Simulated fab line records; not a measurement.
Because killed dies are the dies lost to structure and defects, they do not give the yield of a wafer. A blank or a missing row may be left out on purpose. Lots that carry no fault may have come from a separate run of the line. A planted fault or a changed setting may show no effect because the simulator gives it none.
Chamber matching    flow nand-harc    4 sister chambers for NHARC_P_M1_DESCUM_14 on rie-diel-12
The step chemistry O2, time 3 s. 7 wafers are shown with their chamber, then 8 later ones without.

== WAFERS WITH THEIR CHAMBER ==
wafer   chamber  drypump-motor-current-A (A)  oes-product-au (a.u.)
L075.5  1        6.1                          1.004
L079.3  2        5.6                          1.005
L080.5  3        5.7                          1.035
L081.1  0        5.0                          1.023
L081.3  3        5.6                          1.025
L081.5  0        5.0                          1.022
L082.1  2        5.6                          1.005

== WAFERS WITHOUT THEIR CHAMBER ==
wafer   drypump-motor-current-A (A)  oes-product-au (a.u.)
L082.3  5.0                          1.014
L082.5  5.0                          1.019
L085.1  5.6                          1.030
L085.2  5.7                          0.995
L085.4  5.0                          1.021
L089.1  5.6                          0.999
L089.3  5.6                          1.017
L089.6  5.6                          1.018

== WHICH CHAMBER EACH ONE RAN IN ==
wafer   from the rows above      in truth
L082.3  0                        0
L082.5  0                        0
L085.1  3                        3
L085.2  2                        2
L085.4  0                        0
L089.1  2                        2
L089.3  can't be placed: 2 or 3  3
L089.6  can't be placed: 2 or 3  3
Placed correctly: 6 of 8. Not placeable from these rows: 2 (in 2, the candidates include the true chamber). 0 placed wrongly.
How it was worked out, from the rows above alone: a wafer's distance from a chamber is the root of the sum, over the readings, of the square of ((its reading less the chamber's mean) divided by the reading's scatter). The wafer belongs to the nearest chamber; if the next one is less than 2 further off, it can't be placed. Each chamber's mean is taken over the wafers shown for it. The scatter: the root of (the sum of the squares of (reading less its chamber's mean) over the shown wafers, divided by (wafers less chambers)).
